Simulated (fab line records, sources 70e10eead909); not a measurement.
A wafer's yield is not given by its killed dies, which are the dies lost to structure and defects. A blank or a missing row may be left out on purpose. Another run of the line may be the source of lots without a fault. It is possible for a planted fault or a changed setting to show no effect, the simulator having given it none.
fab line records / flow nandHarc
record lots=6 wafers=18 lastDay=27
route steps=1159 shown P_ZERO_WELL@44 END@1159
lots that met no fault: from a run of the same line without faults
startH: the number of hours between the record's first day and the start of the first shown wafer of the lot / waitH: how many hours have passed since the lot's step before this one / " as in the row above / L1.1+2: one row covering several wafers at once / - no value, or no start given / * or withheld: withheld / < > ~ a bound
route shown NAME@n: a module of which the file shows steps, and the number in the route of the first / usual: the fault-free wafers' mean and standard deviation / same: alike in all rows / chamber/n: place in a boat / sites: per-site readings / _std_site: standard deviation of those values / _edge_site: the outer-site mean with the inner-site mean subtracted / radiusMm: for every site, how far away it sits from the centre of the wafer / mask NAME#n: copy n / behind: tool/chamber where the wafer was last shaped / hold: why the lot was held/for how many hours/how that ended / device: whichever transistor did not switch (one of n, p or np) / end of line: tests of these same wafers at the route's end / a step with no rows: only its recipe / killed: dies that structure and defects cost at the first sort, which is not the same as the wafer's yield / map: a wafer's dies, marking killed ones x, the rest . and places with no die _
set.NAME: the setting that was run; set.NAME@STEP: the one run at that earlier step / model.NAME: the simulator's own value behind a step, which no gauge read
lots at selected steps of the route; one table per step, one row per wafer
services: when a tool's chamber went out of use (startH, in hours from the record's first day, below 0 if earlier), for how many hours, and the reason
## steps
# step NHARC_P_ZERO_WELL_CD_MEAS_37
# recipe targetCdNm=720 landingEnergyEv=500
# usual cdNm=719.8/1.9
lot.wafer=L954.2 tool=cdSem-02 chamber=0 startH=33.96 waitH=- cdNm=716.8
lot.wafer=L954.3 tool=cdSem-02 chamber=0 startH=33.96 waitH=- cdNm=716.8
lot.wafer=L954.5 tool=cdSem-02 chamber=0 startH=33.96 waitH=- cdNm=718.4
lot.wafer=L955.2 tool=cdSem-02 chamber=0 startH=40.10 waitH=- cdNm=719.0
lot.wafer=L955.4 tool=cdSem-02 chamber=0 startH=40.10 waitH=- cdNm=720.1
lot.wafer=L955.5 tool=cdSem-02 chamber=0 startH=40.10 waitH=- cdNm=719.8
lot.wafer=L967.3 tool=cdSem-01 chamber=0 startH=112.12 waitH=- cdNm=724.9
lot.wafer=L967.4 tool=cdSem-01 chamber=0 startH=112.12 waitH=- cdNm=723.1
lot.wafer=L967.5 tool=cdSem-01 chamber=0 startH=112.12 waitH=- cdNm=722.1
lot.wafer=L969.3 tool=cdSem-02 chamber=0 startH=124.11 waitH=- cdNm=721.8
lot.wafer=L969.4 tool=cdSem-02 chamber=0 startH=124.11 waitH=- cdNm=722.0
lot.wafer=L969.5 tool=cdSem-02 chamber=0 startH=124.11 waitH=- cdNm=721.9
lot.wafer=L970.3 tool=cdSem-02 chamber=0 startH=129.88 waitH=- cdNm=716.7
lot.wafer=L970.4 tool=cdSem-02 chamber=0 startH=129.88 waitH=- cdNm=716.6
lot.wafer=L970.5 tool=cdSem-02 chamber=0 startH=129.88 waitH=- cdNm=719.1
lot.wafer=L971.2 tool=cdSem-01 chamber=0 startH=136.10 waitH=- cdNm=721.1
lot.wafer=L971.4 tool=cdSem-01 chamber=0 startH=136.10 waitH=- cdNm=718.9
lot.wafer=L971.5 tool=cdSem-01 chamber=0 startH=136.10 waitH=- cdNm=720.2
# step NHARC_P_ZERO_WELL_HARDBAKE_38
# recipe tempC=125 timeS=80
# step NHARC_P_ZERO_WELL_DESCUM_39
# recipe timeS=3 o2FlowSccm=200 arFlowSccm=0 biasPowerW=0 chemistry=O2
# usual drypumpMotorCurrentA=5.6/0.62 oesProductAu=0.996/0.013 rfVppV=57.9/0.8 showerheadPlenumPTorr=1.93/0.085 throttleValvePct=11.312/0.0093
lot.wafer=L954.3 tool=rieDiel-03 chamber=0 startH=34.12 waitH=- drypumpMotorCurrentA=4.7 oesProductAu=0.989 rfHoursCounterH=7 rfVppV=57.7 showerheadPlenumPTorr=2.04 throttleValvePct=11.308
lot.wafer=L954.2 tool=rieDiel-03 chamber=1 startH=34.12 waitH=- drypumpMotorCurrentA=6.2 oesProductAu=1.006 rfHoursCounterH=8 rfVppV=58.8 showerheadPlenumPTorr=1.85 throttleValvePct=11.323
lot.wafer=L954.5 tool=rieDiel-03 chamber=0 startH=34.12 waitH=- drypumpMotorCurrentA=4.7 oesProductAu=0.997 rfHoursCounterH=- rfVppV=57.4 showerheadPlenumPTorr=2.04 throttleValvePct=11.312
lot.wafer=L955.4 tool=rieDiel-09 chamber=0 startH=40.26 waitH=- drypumpMotorCurrentA=6.2 oesProductAu=1.009 rfHoursCounterH=12 rfVppV=59.5 showerheadPlenumPTorr=1.87 throttleValvePct=11.297
lot.wafer=L955.2 tool=rieDiel-09 chamber=2 startH=40.26 waitH=- drypumpMotorCurrentA=5.3 oesProductAu=0.999 rfHoursCounterH=10 rfVppV=57.5 showerheadPlenumPTorr=1.95 throttleValvePct=11.303
lot.wafer=L955.5 tool=rieDiel-09 chamber=0 startH=40.26 waitH=- drypumpMotorCurrentA=6.2 oesProductAu=1.014 rfHoursCounterH=- rfVppV=57.8 showerheadPlenumPTorr=1.87 throttleValvePct=11.324
lot.wafer=L967.3 tool=rieDiel-03 chamber=3 startH=112.29 waitH=- drypumpMotorCurrentA=5.1 oesProductAu=1.015 rfHoursCounterH=4 rfVppV=56.9 showerheadPlenumPTorr=1.82 throttleValvePct=11.321
lot.wafer=L967.4 tool=rieDiel-03 chamber=1 startH=112.29 waitH=- drypumpMotorCurrentA=6.2 oesProductAu=0.992 rfHoursCounterH=4 rfVppV=57.6 showerheadPlenumPTorr=1.84 throttleValvePct=11.305
lot.wafer=L967.5 tool=rieDiel-03 chamber=3 startH=112.29 waitH=- drypumpMotorCurrentA=5.1 oesProductAu=1.002 rfHoursCounterH=- rfVppV=56.7 showerheadPlenumPTorr=1.82 throttleValvePct=11.307
lot.wafer=L969.4 tool=rieDiel-10 chamber=3 startH=124.28 waitH=- drypumpMotorCurrentA=4.8 oesProductAu=0.983 rfHoursCounterH=7 rfVppV=57.2 showerheadPlenumPTorr=1.79 throttleValvePct=11.309
lot.wafer=L969.3 tool=rieDiel-10 chamber=1 startH=124.28 waitH=- drypumpMotorCurrentA=5.2 oesProductAu=0.985 rfHoursCounterH=7 rfVppV=56.8 showerheadPlenumPTorr=1.99 throttleValvePct=11.304
lot.wafer=L969.5 tool=rieDiel-10 chamber=3 startH=124.28 waitH=- drypumpMotorCurrentA=4.8 oesProductAu=0.991 rfHoursCounterH=- rfVppV=56.9 showerheadPlenumPTorr=1.79 throttleValvePct=11.306
lot.wafer=L970.3 tool=rieDiel-03 chamber=3 startH=130.04 waitH=- drypumpMotorCurrentA=5.0 oesProductAu=1.008 rfHoursCounterH=5 rfVppV=56.4 showerheadPlenumPTorr=1.82 throttleValvePct=11.312
lot.wafer=L970.4 tool=rieDiel-03 chamber=1 startH=130.04 waitH=- drypumpMotorCurrentA=6.2 oesProductAu=0.984 rfHoursCounterH=6 rfVppV=56.5 showerheadPlenumPTorr=1.84 throttleValvePct=11.316
lot.wafer=L970.5 tool=rieDiel-03 chamber=2 startH=130.04 waitH=- drypumpMotorCurrentA=6.8 oesProductAu=0.986 rfHoursCounterH=- rfVppV=58.9 showerheadPlenumPTorr=2.03 throttleValvePct=11.314
lot.wafer=L971.4 tool=rieDiel-09 chamber=0 startH=136.28 waitH=- drypumpMotorCurrentA=6.2 oesProductAu=0.998 rfHoursCounterH=2 rfVppV=58.9 showerheadPlenumPTorr=1.87 throttleValvePct=11.304
lot.wafer=L971.2 tool=rieDiel-09 chamber=1 startH=136.28 waitH=- drypumpMotorCurrentA=6.3 oesProductAu=0.985 rfHoursCounterH=2 rfVppV=59.9 showerheadPlenumPTorr=2.03 throttleValvePct=11.317
lot.wafer=L971.5 tool=rieDiel-09 chamber=3 startH=136.28 waitH=- drypumpMotorCurrentA=5.0 oesProductAu=1.003 rfHoursCounterH=- rfVppV=57.8 showerheadPlenumPTorr=1.88 throttleValvePct=11.299
# step NHARC_P_ZERO_WELL_IMPLANT_40
# recipe energyKev=300 doseCm2=1e+13 tiltDeg=7
# step NHARC_P_ZERO_WELL_IMPLANT_59
# recipe energyKev=120 doseCm2=5e+12 tiltDeg=7
# step NHARC_P_ZERO_WELL_IMPLANT_60
# recipe energyKev=30 doseCm2=2e+12 tiltDeg=7
# step NHARC_P_ZERO_WELL_STRIP_41
# recipe timeS=840 tempC=130 chemistry=SPM
# step NHARC_P_ZERO_WELL_DEHYDRATE_44
# recipe tempC=150 timeS=120
# step NHARC_P_ZERO_WELL_HMDS_45
# recipe timeS=30
# step NHARC_P_ZERO_WELL_COAT_46
# recipe spinRpm=withheld
# step NHARC_P_ZERO_WELL_SOFTBAKE_47
# recipe tempC=122 timeS=95
# step NHARC_P_ZERO_WELL_EBR_48
# step NHARC_P_ZERO_WELL_EXPOSE_49
# recipe na=0.6 targetCdNm=2000 doseMj=22.64 maskId=P_HVPW
# usual exposureDoseMJCm2=22.640/0.023 focusOffsetNm=0.0/0.52
lot.wafer=L954.2 tool=krfScanner-01 chamber=0 startH=35.44 waitH=- mask=P_HVPW#0 exposureDoseMJCm2=22.653 focusOffsetNm=0.6
lot.wafer=L954.3 tool=krfScanner-01 chamber=0 startH=35.44 waitH=- mask=P_HVPW#0 exposureDoseMJCm2=22.627 focusOffsetNm=0.3
lot.wafer=L954.5 tool=krfScanner-01 chamber=0 startH=35.44 waitH=- mask=P_HVPW#0 exposureDoseMJCm2=22.634 focusOffsetNm=0.5
lot.wafer=L955.2 tool=krfScanner-03 chamber=0 startH=41.58 waitH=- mask=P_HVPW#0 exposureDoseMJCm2=22.600 focusOffsetNm=-0.1
lot.wafer=L955.4 tool=krfScanner-03 chamber=0 startH=41.58 waitH=- mask=P_HVPW#0 exposureDoseMJCm2=22.608 focusOffsetNm=0.1
lot.wafer=L955.5 tool=krfScanner-03 chamber=0 startH=41.58 waitH=- mask=P_HVPW#0 exposureDoseMJCm2=22.633 focusOffsetNm=0.2
lot.wafer=L967.3 tool=krfScanner-01 chamber=0 startH=113.63 waitH=- mask=P_HVPW#0 exposureDoseMJCm2=29.412 focusOffsetNm=0.2
lot.wafer=L967.4 tool=krfScanner-01 chamber=0 startH=113.63 waitH=- mask=P_HVPW#0 exposureDoseMJCm2=29.452 focusOffsetNm=-0.4
lot.wafer=L967.5 tool=krfScanner-01 chamber=0 startH=113.63 waitH=- mask=P_HVPW#0 exposureDoseMJCm2=29.430 focusOffsetNm=-0.4
lot.wafer=L969.3 tool=krfScanner-01 chamber=0 startH=125.59 waitH=- mask=P_HVPW#0 exposureDoseMJCm2=29.389 focusOffsetNm=-0.4
lot.wafer=L969.4 tool=krfScanner-01 chamber=0 startH=125.59 waitH=- mask=P_HVPW#0 exposureDoseMJCm2=29.411 focusOffsetNm=-0.3
lot.wafer=L969.5 tool=krfScanner-01 chamber=0 startH=125.59 waitH=- mask=P_HVPW#0 exposureDoseMJCm2=29.420 focusOffsetNm=0.2
lot.wafer=L970.3 tool=krfScanner-02 chamber=0 startH=131.38 waitH=- mask=P_HVPW#0 exposureDoseMJCm2=22.611 focusOffsetNm=-0.1
lot.wafer=L970.4 tool=krfScanner-02 chamber=0 startH=131.38 waitH=- mask=P_HVPW#0 exposureDoseMJCm2=22.632 focusOffsetNm=0.5
lot.wafer=L970.5 tool=krfScanner-02 chamber=0 startH=131.38 waitH=- mask=P_HVPW#0 exposureDoseMJCm2=22.613 focusOffsetNm=-0.1
lot.wafer=L971.2 tool=krfScanner-02 chamber=0 startH=137.45 waitH=- mask=P_HVPW#0 exposureDoseMJCm2=22.650 focusOffsetNm=0.0
lot.wafer=L971.4 tool=krfScanner-02 chamber=0 startH=137.45 waitH=- mask=P_HVPW#0 exposureDoseMJCm2=22.647 focusOffsetNm=0.4
lot.wafer=L971.5 tool=krfScanner-02 chamber=0 startH=137.45 waitH=- mask=P_HVPW#0 exposureDoseMJCm2=22.640 focusOffsetNm=0.3
# step NHARC_P_ZERO_WELL_PEB_50
# recipe pebTempC=118 pebTimeS=85
# step NHARC_P_ZERO_WELL_DEVELOP_51
# recipe timeS=70
# step NHARC_P_ZERO_WELL_CD_MEAS_52
# recipe targetCdNm=2000 landingEnergyEv=500
# usual cdNm=2000.1/1.5
lot.wafer=L954.2 tool=cdSem-02 chamber=0 startH=35.59 waitH=- cdNm=2000.8
lot.wafer=L954.3 tool=cdSem-02 chamber=0 startH=35.59 waitH=- cdNm=1999.3
lot.wafer=L954.5 tool=cdSem-02 chamber=0 startH=35.59 waitH=- cdNm=2001.5
lot.wafer=L955.2 tool=cdSem-03 chamber=0 startH=41.73 waitH=- cdNm=2001.0
lot.wafer=L955.4 tool=cdSem-03 chamber=0 startH=41.73 waitH=- cdNm=2002.2
lot.wafer=L955.5 tool=cdSem-03 chamber=0 startH=41.73 waitH=- cdNm=1999.2
lot.wafer=L967.3 tool=cdSem-01 chamber=0 startH=113.78 waitH=- cdNm=2045.9
lot.wafer=L967.4 tool=cdSem-01 chamber=0 startH=113.78 waitH=- cdNm=2044.8
lot.wafer=L967.5 tool=cdSem-01 chamber=0 startH=113.78 waitH=- cdNm=2042.8
lot.wafer=L969.3 tool=cdSem-03 chamber=0 startH=125.75 waitH=- cdNm=2044.9
lot.wafer=L969.4 tool=cdSem-03 chamber=0 startH=125.75 waitH=- cdNm=2045.8
lot.wafer=L969.5 tool=cdSem-03 chamber=0 startH=125.75 waitH=- cdNm=2046.6
lot.wafer=L970.3 tool=cdSem-02 chamber=0 startH=131.53 waitH=- cdNm=1999.9
lot.wafer=L970.4 tool=cdSem-02 chamber=0 startH=131.53 waitH=- cdNm=2001.3
lot.wafer=L970.5 tool=cdSem-02 chamber=0 startH=131.53 waitH=- cdNm=2000.2
lot.wafer=L971.2 tool=cdSem-01 chamber=0 startH=137.61 waitH=- cdNm=2001.5
lot.wafer=L971.4 tool=cdSem-01 chamber=0 startH=137.61 waitH=- cdNm=2000.7
lot.wafer=L971.5 tool=cdSem-01 chamber=0 startH=137.61 waitH=- cdNm=2000.2
# step NHARC_P_ZERO_WELL_HARDBAKE_53
# recipe tempC=125 timeS=80
# step NHARC_P_ZERO_WELL_DESCUM_54
# recipe timeS=3 o2FlowSccm=200 arFlowSccm=0 biasPowerW=0 chemistry=O2
# usual drypumpMotorCurrentA=5.6/0.64 oesProductAu=0.997/0.012 rfVppV=57.8/0.95 showerheadPlenumPTorr=1.93/0.084 throttleValvePct=11.310/0.0099
lot.wafer=L954.3 tool=rieDiel-09 chamber=3 startH=35.77 waitH=- drypumpMotorCurrentA=5.0 oesProductAu=1.006 rfHoursCounterH=11 rfVppV=57.7 showerheadPlenumPTorr=1.88 throttleValvePct=11.314 model.P_ZERO_WELL.cdNm=1999
lot.wafer=L954.2 tool=rieDiel-09 chamber=1 startH=35.77 waitH=- drypumpMotorCurrentA=6.3 oesProductAu=0.994 rfHoursCounterH=11 rfVppV=59.2 showerheadPlenumPTorr=2.03 throttleValvePct=11.313 model.P_ZERO_WELL.cdNm=1999
lot.wafer=L954.5 tool=rieDiel-09 chamber=3 startH=35.77 waitH=- drypumpMotorCurrentA=5.1 oesProductAu=1.005 rfHoursCounterH=- rfVppV=57.4 showerheadPlenumPTorr=1.88 throttleValvePct=11.293 model.P_ZERO_WELL.cdNm=2001
lot.wafer=L955.4 tool=rieDiel-10 chamber=3 startH=41.89 waitH=- drypumpMotorCurrentA=4.8 oesProductAu=0.976 rfHoursCounterH=2 rfVppV=54.9 showerheadPlenumPTorr=1.79 throttleValvePct=11.314 model.P_ZERO_WELL.cdNm=2001
lot.wafer=L955.2 tool=rieDiel-10 chamber=0 startH=41.89 waitH=- drypumpMotorCurrentA=5.9 oesProductAu=1.014 rfHoursCounterH=2 rfVppV=57.7 showerheadPlenumPTorr=1.93 throttleValvePct=11.307 model.P_ZERO_WELL.cdNm=2000
lot.wafer=L955.5 tool=rieDiel-10 chamber=0 startH=41.89 waitH=- drypumpMotorCurrentA=5.9 oesProductAu=1.014 rfHoursCounterH=- rfVppV=57.5 showerheadPlenumPTorr=1.93 throttleValvePct=11.304 model.P_ZERO_WELL.cdNm=1999
lot.wafer=L967.4 tool=rieDiel-10 chamber=3 startH=113.93 waitH=- drypumpMotorCurrentA=4.8 oesProductAu=0.987 rfHoursCounterH=7 rfVppV=57.1 showerheadPlenumPTorr=1.79 throttleValvePct=11.319 model.P_ZERO_WELL.cdNm=2045
lot.wafer=L967.3 tool=rieDiel-10 chamber=2 startH=113.93 waitH=- drypumpMotorCurrentA=5.7 oesProductAu=0.984 rfHoursCounterH=7 rfVppV=59.5 showerheadPlenumPTorr=2.03 throttleValvePct=11.298 model.P_ZERO_WELL.cdNm=2046
lot.wafer=L967.5 tool=rieDiel-10 chamber=3 startH=113.93 waitH=- drypumpMotorCurrentA=4.8 oesProductAu=0.987 rfHoursCounterH=- rfVppV=58.4 showerheadPlenumPTorr=1.79 throttleValvePct=11.336 model.P_ZERO_WELL.cdNm=2042
lot.wafer=L969.4 tool=rieDiel-09 chamber=0 startH=125.92 waitH=- drypumpMotorCurrentA=6.2 oesProductAu=1.010 rfHoursCounterH=2 rfVppV=56.4 showerheadPlenumPTorr=1.87 throttleValvePct=11.315 model.P_ZERO_WELL.cdNm=2046
lot.wafer=L969.3 tool=rieDiel-09 chamber=1 startH=125.92 waitH=- drypumpMotorCurrentA=6.3 oesProductAu=0.986 rfHoursCounterH=2 rfVppV=58.9 showerheadPlenumPTorr=2.03 throttleValvePct=11.293 model.P_ZERO_WELL.cdNm=2045
lot.wafer=L969.5 tool=rieDiel-09 chamber=3 startH=125.92 waitH=- drypumpMotorCurrentA=5.0 oesProductAu=0.998 rfHoursCounterH=- rfVppV=56.8 showerheadPlenumPTorr=1.88 throttleValvePct=11.296 model.P_ZERO_WELL.cdNm=2047
lot.wafer=L970.3 tool=rieDiel-09 chamber=0 startH=131.69 waitH=- drypumpMotorCurrentA=6.2 oesProductAu=0.993 rfHoursCounterH=2 rfVppV=57.3 showerheadPlenumPTorr=1.87 throttleValvePct=11.302 model.P_ZERO_WELL.cdNm=2000
lot.wafer=L970.4 tool=rieDiel-09 chamber=3 startH=131.69 waitH=- drypumpMotorCurrentA=5.1 oesProductAu=0.999 rfHoursCounterH=2 rfVppV=57.6 showerheadPlenumPTorr=1.88 throttleValvePct=11.316 model.P_ZERO_WELL.cdNm=2001
lot.wafer=L970.5 tool=rieDiel-09 chamber=0 startH=131.69 waitH=- drypumpMotorCurrentA=6.2 oesProductAu=1.005 rfHoursCounterH=- rfVppV=58.3 showerheadPlenumPTorr=1.87 throttleValvePct=11.309 model.P_ZERO_WELL.cdNm=2000
lot.wafer=L971.2 tool=rieDiel-09 chamber=0 startH=137.76 waitH=- drypumpMotorCurrentA=6.2 oesProductAu=0.998 rfHoursCounterH=2 rfVppV=58.2 showerheadPlenumPTorr=1.87 throttleValvePct=11.330 model.P_ZERO_WELL.cdNm=2001
lot.wafer=L971.4 tool=rieDiel-09 chamber=3 startH=137.76 waitH=- drypumpMotorCurrentA=5.0 oesProductAu=1.002 rfHoursCounterH=2 rfVppV=57.0 showerheadPlenumPTorr=1.88 throttleValvePct=11.315 model.P_ZERO_WELL.cdNm=2001
lot.wafer=L971.5 tool=rieDiel-09 chamber=0 startH=137.76 waitH=- drypumpMotorCurrentA=6.2 oesProductAu=1.000 rfHoursCounterH=- rfVppV=58.3 showerheadPlenumPTorr=1.87 throttleValvePct=11.308 model.P_ZERO_WELL.cdNm=2000
# step NHARC_P_ZERO_WELL_IMPLANT_55
# recipe energyKev=180 doseCm2=8e+11 tiltDeg=7
# step NHARC_END_SORT_01
# recipe tempC=25
# usual killedAtArray=29/11 killedAtOther=0.5/0.85 killedAtPeriphery=3.0/2.3 killedDies=33/12 killedOpen=3.3/1.9 killedShort=2.0/1.5
# same grossDies=677
lot.wafer=L954.2 tool=prober-02 chamber=0 startH=569.24 waitH=2.8 killedAtArray=20 killedAtOther=2 killedAtPeriphery=2 killedDies=24 killedOpen=4 killedShort=3
lot.wafer=L954.3 tool=prober-02 chamber=0 startH=570.04 waitH=3.1 killedAtArray=21 killedAtOther=0 killedAtPeriphery=0 killedDies=21 killedOpen=3 killedShort=2
lot.wafer=L954.5 tool=prober-02 chamber=0 startH=571.66 waitH=3.7 killedAtArray=25 killedAtOther=1 killedAtPeriphery=0 killedDies=26 killedOpen=2 killedShort=5
lot.wafer=L955.2 tool=prober-02 chamber=0 startH=577.07 waitH=2.8 killedAtArray=27 killedAtOther=2 killedAtPeriphery=1 killedDies=30 killedOpen=4 killedShort=3
lot.wafer=L955.4 tool=prober-02 chamber=0 startH=578.69 waitH=3.4 killedAtArray=14 killedAtOther=0 killedAtPeriphery=2 killedDies=16 killedOpen=3 killedShort=1
lot.wafer=L955.5 tool=prober-02 chamber=0 startH=579.50 waitH=3.7 killedAtArray=21 killedAtOther=0 killedAtPeriphery=4 killedDies=25 killedOpen=5 killedShort=2
lot.wafer=L969.3 tool=prober-02 chamber=0 startH=640.28 waitH=3.1 killedAtArray=17 killedAtOther=0 killedAtPeriphery=2 killedDies=19 killedOpen=3 killedShort=4
lot.wafer=L969.4 tool=prober-02 chamber=0 startH=641.09 waitH=3.4 killedAtArray=17 killedAtOther=0 killedAtPeriphery=1 killedDies=18 killedOpen=3 killedShort=3
lot.wafer=L969.5 tool=prober-02 chamber=0 startH=641.89 waitH=3.7 killedAtArray=20 killedAtOther=0 killedAtPeriphery=5 killedDies=25 killedOpen=4 killedShort=1
lot.wafer=L967.3 tool=prober-01 chamber=0 startH=651.58 waitH=3.1 killedAtArray=33 killedAtOther=0 killedAtPeriphery=3 killedDies=36 killedOpen=4 killedShort=2
lot.wafer=L967.4 tool=prober-01 chamber=0 startH=652.38 waitH=3.4 killedAtArray=28 killedAtOther=0 killedAtPeriphery=1 killedDies=29 killedOpen=1 killedShort=1
lot.wafer=L967.5 tool=prober-01 chamber=0 startH=653.18 waitH=3.7 killedAtArray=36 killedAtOther=0 killedAtPeriphery=3 killedDies=39 killedOpen=6 killedShort=4
# killed by level:class
L954.2 A_CHANNEL_HOLE_D1:chamberFilmFlake=14 STARTING-WAFER:geometricParticle:short=2 A_STAIRCASE:chamberFilmFlake=2 P_CONTACT:geometricParticle:open=1 P_M0:geometricParticle:open=1 A_CHANNEL_HOLE_D1:geometricParticle:open=1 A_SLIT:geometricParticle:open=1 A_M0:geometricParticle:short=1
L954.3 A_CHANNEL_HOLE_D1:chamberFilmFlake=13 A_STAIRCASE:chamberFilmFlake=2 A_ONON_D1:geometricParticle:short=1 A_CHANNEL_FILL_D1:geometricParticle:open=1 A_STAIRCASE:geometricParticle:short=1 A_CONTACT:geometricParticle:open=1 A_BLC:geometricParticle:open=1 A_WL_FILL:chamberFilmFlake=1
L954.5 A_CHANNEL_HOLE_D1:chamberFilmFlake=15 A_CONTACT:chamberFilmFlake=3 A_ONON_D1:geometricParticle:short=2 A_WL_FILL:geometricParticle:short=2 A_SOURCE_PLATE:geometricParticle:short=1 A_SOURCE_PLATE:geometricParticle:open=1 A_ONON_D1:geometricParticle:open=1 HYBRID_BOND:chamberFilmFlake=1
L955.2 A_CHANNEL_HOLE_D1:chamberFilmFlake=7 A_BLC:chamberFilmFlake=7 A_CONTACT:chamberFilmFlake=6 A_CONTACT:geometricParticle:open=2 A_WL_FILL:chamberFilmFlake=2 P_CONTACT:geometricParticle:short=1 A_CHANNEL_HOLE_D1:geometricParticle:open=1 A_CHANNEL_HOLE_D1:geometricParticle:short=1
L955.4 A_CHANNEL_HOLE_D1:chamberFilmFlake=7 A_BLC:chamberFilmFlake=3 P_CONTACT:geometricParticle:open=2 A_CHANNEL_FILL_D1:geometricParticle:short=1 A_CONTACT:geometricParticle:open=1 A_WL_FILL:chamberFilmFlake=1 A_CONTACT:chamberFilmFlake=1
L955.5 A_BLC:chamberFilmFlake=8 A_CONTACT:chamberFilmFlake=5 P_M0:geometricParticle:open=2 A_CHANNEL_HOLE_D1:chamberFilmFlake=2 A_WL_FILL:chamberFilmFlake=2 P_GATE:geometricParticle:open=1 P_CONTACT:geometricParticle:short=1 A_SOURCE_PLATE:geometricParticle:open=1
L969.3 A_STAIRCASE:chamberFilmFlake=5 A_ONON_D1:geometricParticle:open=2 A_WL_FILL:geometricParticle:short=2 A_CHANNEL_HOLE_D1:chamberFilmFlake=2 A_BONDPAD:chamberFilmFlake=2 P_M1:geometricParticle:short=1 A_SOURCE_PLATE:geometricParticle:open=1 A_ONON_D1:geometricParticle:short=1
L969.4 A_CHANNEL_HOLE_D1:chamberFilmFlake=6 A_BONDPAD:chamberFilmFlake=3 P_M2:geometricParticle:open=1 A_ONON_D1:geometricParticle:open=1 A_STAIRCASE:geometricParticle:short=1 A_WL_FILL:geometricParticle:short=1 A_M0:geometricParticle:short=1 A_M1:geometricParticle:open=1
L969.5 A_CHANNEL_HOLE_D1:chamberFilmFlake=7 A_BONDPAD:chamberFilmFlake=7 A_BLC:chamberFilmFlake=3 P_GATE:geometricParticle:open=2 P_M0:geometricParticle:open=1 A_WL_FILL:geometricParticle:short=1 A_BLC:geometricParticle:open=1 P_STI:chamberFilmFlake=1
L967.3 A_CHANNEL_HOLE_D1:chamberFilmFlake=22 A_STAIRCASE:chamberFilmFlake=5 A_M0:geometricParticle:open=2 P_ZERO_WELL:chamberFilmFlake=2 P_STI:geometricParticle:short=1 A_ONON_D1:geometricParticle:open=1 A_CONTACT:geometricParticle:open=1 A_M0:geometricParticle:short=1
L967.4 A_CHANNEL_HOLE_D1:chamberFilmFlake=23 A_WL_FILL:geometricParticle:short=1 A_M0:geometricParticle:open=1 P_ZERO_WELL:chamberFilmFlake=1 A_STAIRCASE:chamberFilmFlake=1 A_SLIT:chamberFilmFlake=1 A_M0:chamberFilmFlake=1
L967.5 A_CHANNEL_HOLE_D1:chamberFilmFlake=22 A_STAIRCASE:chamberFilmFlake=5 P_CONTACT:geometricParticle:open=2 A_CONTACT:geometricParticle:short=2 P_M0:geometricParticle:short=1 A_CHANNEL_FILL_D1:geometricParticle:open=1 A_STAIRCASE:geometricParticle:short=1 A_SGD_CUT:geometricParticle:open=1
## services
tool=rieDiel-10 chamber=1 startH=10.61 hours=5.9 kind=repair
tool=rieDiel-10 chamber=- startH=29.80 hours=0.9 kind=repair
tool=rieDiel-09 chamber=0 startH=31.60 hours=- kind=clean
tool=rieDiel-09 chamber=1 startH=31.60 hours=- kind=clean
tool=rieDiel-09 chamber=2 startH=31.60 hours=- kind=clean
tool=rieDiel-09 chamber=3 startH=31.60 hours=- kind=clean
tool=krfScanner-02 chamber=- startH=38.00 hours=4.0 kind=pm
tool=rieDiel-03 chamber=- startH=38.30 hours=9.0 kind=pm
tool=rieDiel-09 chamber=0 startH=56.10 hours=- kind=clean
tool=rieDiel-09 chamber=1 startH=56.10 hours=- kind=clean
tool=rieDiel-09 chamber=2 startH=56.10 hours=- kind=clean
tool=rieDiel-09 chamber=3 startH=56.10 hours=- kind=clean
tool=rieDiel-09 chamber=3 startH=73.99 hours=9.8 kind=repair
tool=rieDiel-09 chamber=- startH=77.10 hours=9.0 kind=pm
tool=rieDiel-09 chamber=0 startH=77.10 hours=9.0 kind=ventCycle
tool=rieDiel-09 chamber=1 startH=77.10 hours=9.0 kind=ventCycle
tool=rieDiel-09 chamber=2 startH=77.10 hours=9.0 kind=ventCycle
tool=krfScanner-03 chamber=- startH=78.17 hours=6.6 kind=repair
tool=krfScanner-01 chamber=- startH=84.00 hours=4.0 kind=pm
tool=rieDiel-09 chamber=0 startH=86.10 hours=- kind=clean
tool=rieDiel-09 chamber=1 startH=86.10 hours=- kind=clean
tool=krfScanner-01 chamber=- startH=110.63 hours=0.5 kind=repair
tool=rieDiel-03 chamber=3 startH=120.85 hours=5.6 kind=repair
tool=krfScanner-02 chamber=- startH=131.74 hours=0.8 kind=repair
## key
firstSign step=NHARC_P_ZERO_WELL_EXPOSE_49 reading=exposureDoseMJCm2 direction=up sigmas=99+ usual=22.640 struck=29.419
effect step=NHARC_P_ZERO_WELL_CD_MEAS_52 reading=cdNm direction=up sigmas=29 usual=2000.1 struck=2045.1
modelEffect step=NHARC_P_ZERO_WELL_DESCUM_54 value=P_ZERO_WELL.cdNm without=2000 struck=2045
metAt NHARC_P_ZERO_WELL_EXPOSE_49
struckWafers L967.3,L967.4,L967.5,L969.3,L969.4,L969.5
testerLeftOut L967,L969
onsetBetween 35.44 113.63
fault kind=processParameterDrift tool=krfScanner-01 chamber=- onsetH=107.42 steps=NHARC_P_ZERO_WELL_EXPOSE_49 channel=doseMj offset=6.7885 shape=step actsIn=theseRecipesOnly stated=22.64
# testerLeftOut: of these lots the tester's yield and bins aren't shown, on N5 and GAA mostly nor the transistor test; their killed dies are dies lost to structure and defects alone, not to doping, threshold or leakage, so they don't give the yield
